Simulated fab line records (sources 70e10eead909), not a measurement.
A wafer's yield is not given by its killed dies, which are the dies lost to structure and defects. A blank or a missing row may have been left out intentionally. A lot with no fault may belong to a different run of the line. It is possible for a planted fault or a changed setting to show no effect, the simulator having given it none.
Which tool was responsible? ; flow nand-harc ; 13 lots with 39 wafers sampled at 5 steps, on a route of 1302 steps

WHAT EACH GAUGE READ, for each wafer
NHARC_END_SORT_01. Usual: killed-at-array 58, standard deviation 18; killed-at-other 1.0, standard deviation 1.5; killed-at-periphery 4, standard deviation 3.1; killed-dies 64, standard deviation 18; killed-open 3.4, standard deviation 1.9; killed-short 2.7, standard deviation 1.7.
lot;measured;on;killed-at-array;killed-at-other;killed-at-periphery;killed-dies;killed-open;killed-short;flag
L411;day 30 16:30;prober-01;72 178 84;0 0 0;3 0 4;75 178 88;3 1 9;5 2 1;

EACH LOT AND THE TOOL THAT RAN IT (in order: tool; ch and the chambers of the sampled wafers; start)
lot;NHARC_A_CONTACT_ETCH_88;NHARC_A_M1_CMP_23;NHARC_A_BONDPAD_DEGAS_25;NHARC_THIN_TSV_DEGAS_53
L398;rie-diel-12 ch 0,3, day 22 17:14;cmp-02 ch 1,3, day 23 09:35;pvd-sputter-02, day 23 13:05;pvd-sputter-03, day 24 11:10
L401;rie-diel-12 ch 1,2,3, day 23 05:52;cmp-04 ch 2,3, day 24 00:56;pvd-sputter-03, day 24 04:35;pvd-sputter-03, day 24 23:14
L400;rie-diel-12 ch 1,2,3, day 23 08:46;cmp-02 ch 0,1,2, day 24 02:18;pvd-sputter-01, day 24 05:51;pvd-sputter-03, day 25 00:27
L399;rie-diel-13 ch 1,2,3, day 23 11:16;cmp-04 ch 1,2, day 24 04:05;pvd-sputter-02, day 24 07:31;pvd-sputter-02, day 25 01:40
L402;rie-diel-13 ch 0,2,3, day 23 20:05;cmp-04 ch 1,2,3, day 24 12:40;pvd-sputter-03, day 24 16:32;pvd-sputter-02, day 25 11:58
L403;rie-diel-12 ch 1,2,3, day 24 19:37;cmp-02 ch 0,1,2, day 25 12:35;pvd-sputter-02, day 25 15:59;pvd-sputter-01, day 26 10:54
L404;rie-diel-12 ch 0,1, day 25 00:31;cmp-02 ch 1,2,3, day 25 17:40;pvd-sputter-03, day 25 21:13;pvd-sputter-02, day 26 18:52
L405;rie-diel-12 ch 0,1,2, day 25 10:41;cmp-03 ch 1,2, day 26 03:29;pvd-sputter-03, day 26 07:02;pvd-sputter-03, day 27 02:56
L406;rie-diel-02 ch 0,2, day 26 06:10;cmp-02 ch 0,1, day 26 22:59;pvd-sputter-03, day 27 02:23;pvd-sputter-03, day 28 00:59
L411;rie-diel-12 ch 0,1,2, day 28 08:49;cmp-03 ch 1,3, day 29 01:47;pvd-sputter-02, day 29 05:32;pvd-sputter-02, day 30 05:50
L417;rie-diel-02 ch 1,2,3, day 30 02:01;cmp-04 ch 0,1,2, day 30 19:27;pvd-sputter-01, day 30 23:02;pvd-sputter-02, day 31 17:43
L418;rie-diel-13 ch 0,2,3, day 31 01:58;cmp-04 ch 1,2,3, day 31 18:49;pvd-sputter-01, day 31 22:37;pvd-sputter-03, day 32 19:43
L421;rie-diel-02 ch 0,1,2, day 32 02:17;cmp-04 ch 1,2,3, day 32 18:56;pvd-sputter-02, day 32 22:42;pvd-sputter-02, day 33 17:55
- NHARC_A_CONTACT_ETCH_88: etches the open film in CF4, target depth 39 nm, time 65 s.
- NHARC_A_M1_CMP_23: polishes, t overpolish 20 s, target thk 154.34 nm.
- NHARC_A_BONDPAD_DEGAS_25: time 60 s.
- NHARC_THIN_TSV_DEGAS_53: time 60 s.

WHAT THE TOOLS THEMSELVES READ (means of the sampled wafers that have a number; where no wafer has one, the mark that the record gives instead)
NHARC_A_CONTACT_ETCH_88. Usual: drypump-motor-current-A 5.70 A, standard deviation 0.27; oes-product-au 1.003 a.u., standard deviation 0.0098; rf-vpp-V 151.2 V, standard deviation 1.2; showerhead-plenum-p-Torr 1.76 Torr, standard deviation 0.069; throttle-valve-pct 13.285 %, standard deviation 0.0089.
lot;tool;drypump-motor-current-A (A);oes-product-au (a.u.);rf-vpp-V (V);showerhead-plenum-p-Torr (Torr);throttle-valve-pct (%);flag
L398;rie-diel-12;5.67;1.005;150.6;1.70;13.286;
L401;rie-diel-12;5.69;1.010;151.7;1.80;13.286;
L400;rie-diel-12;5.68;0.995;151.4;1.80;13.291;
L399;rie-diel-13;5.88;1.013;151.5;1.76;13.283;
L402;rie-diel-13;5.86;1.005;150.3;1.76;13.273;
L403;rie-diel-12;5.68;0.998;151.3;1.80;13.292;
L404;rie-diel-12;5.38;0.997;150.8;1.71;13.288;
L405;rie-diel-12;5.55;0.990;151.0;1.77;13.284;
L406;rie-diel-02;6.07;0.998;151.0;1.74;13.291;
L411;rie-diel-12;5.54;1.003;150.5;1.77;13.287;
L417;rie-diel-02;5.49;1.006;151.3;1.82;13.289;
L418;rie-diel-13;5.86;1.000;151.0;1.74;13.287;
L421;rie-diel-02;5.69;0.997;151.1;1.78;13.286;

NHARC_A_M1_CMP_23. Usual: edge-zone-pressure-frac 1.000, standard deviation 0.005; motor-current-A 11.4 A, standard deviation 1.1; pad-life-wafers 140, standard deviation 100; time-to-endpoint-s 30 s, standard deviation 3.3.
lot;tool;edge-zone-pressure-frac;motor-current-A (A);pad-life-wafers;time-to-endpoint-s (s);flag
L398;cmp-02;1.000;11.3;32;28;
L401;cmp-04;0.999;12.5;162;28;
L400;cmp-02;0.997;10.7;110;31;
L399;cmp-04;1.002;11.7;180;32;
L402;cmp-04;1.002;11.8;206;30;
L403;cmp-02;0.999;11.1;260;29;
L404;cmp-02;1.001;10.9;284;28;
L405;cmp-03;0.997;12.3;128;32;
L406;cmp-02;1.002;10.3;386;30;
L411;cmp-03;1.002;10.7;37;31;
L417;cmp-04;0.997;11.7;38;29;
L418;cmp-04;1.000;11.8;133;34;
L421;cmp-04;0.999;11.8;236;28;

NHARC_A_BONDPAD_DEGAS_25. Usual: 438 W for heater-power-w, sd 39.
lot;tool;heater-power-w (W);flag
L398;pvd-sputter-02;434;
L401;pvd-sputter-03;440;
L400;pvd-sputter-01;405;
L399;pvd-sputter-02;476;
L402;pvd-sputter-03;446;
L403;pvd-sputter-02;445;
L404;pvd-sputter-03;443;
L405;pvd-sputter-03;438;
L406;pvd-sputter-03;436;
L411;pvd-sputter-02;450;
L417;pvd-sputter-01;419;
L418;pvd-sputter-01;464;
L421;pvd-sputter-02;421;

NHARC_THIN_TSV_DEGAS_53. Usual: 441 W for heater-power-w, sd 37.
lot;tool;heater-power-w (W);flag
L398;pvd-sputter-03;439;
L401;pvd-sputter-03;408;
L400;pvd-sputter-03;421;
L399;pvd-sputter-02;468;
L402;pvd-sputter-02;471;
L403;pvd-sputter-01;467;
L404;pvd-sputter-02;424;
L405;pvd-sputter-03;403;
L406;pvd-sputter-03;443;
L411;pvd-sputter-02;446;
L417;pvd-sputter-02;470;
L418;pvd-sputter-03;435;
L421;pvd-sputter-02;476;

THE ANSWER, worked out from the rows above alone
Rule: a lot is off if the mean of its wafers that have a number lies more than 3 standard deviations from the usual mean. A lot without any number at a reading at which 4 lots or more have one is off too. Any other lot the step has rows for is counted as sound. After the gauges, taken in route order, come the tools' own readings; for these a lot's mean is taken, as printed above. At the first step where some lot is off, the reading lying furthest off is the one used; lots without a number count as furthest.
Across all readings shown, no lot is off: no conclusion can be drawn from this.

WHAT THE SIMULATOR HAD PUT IN
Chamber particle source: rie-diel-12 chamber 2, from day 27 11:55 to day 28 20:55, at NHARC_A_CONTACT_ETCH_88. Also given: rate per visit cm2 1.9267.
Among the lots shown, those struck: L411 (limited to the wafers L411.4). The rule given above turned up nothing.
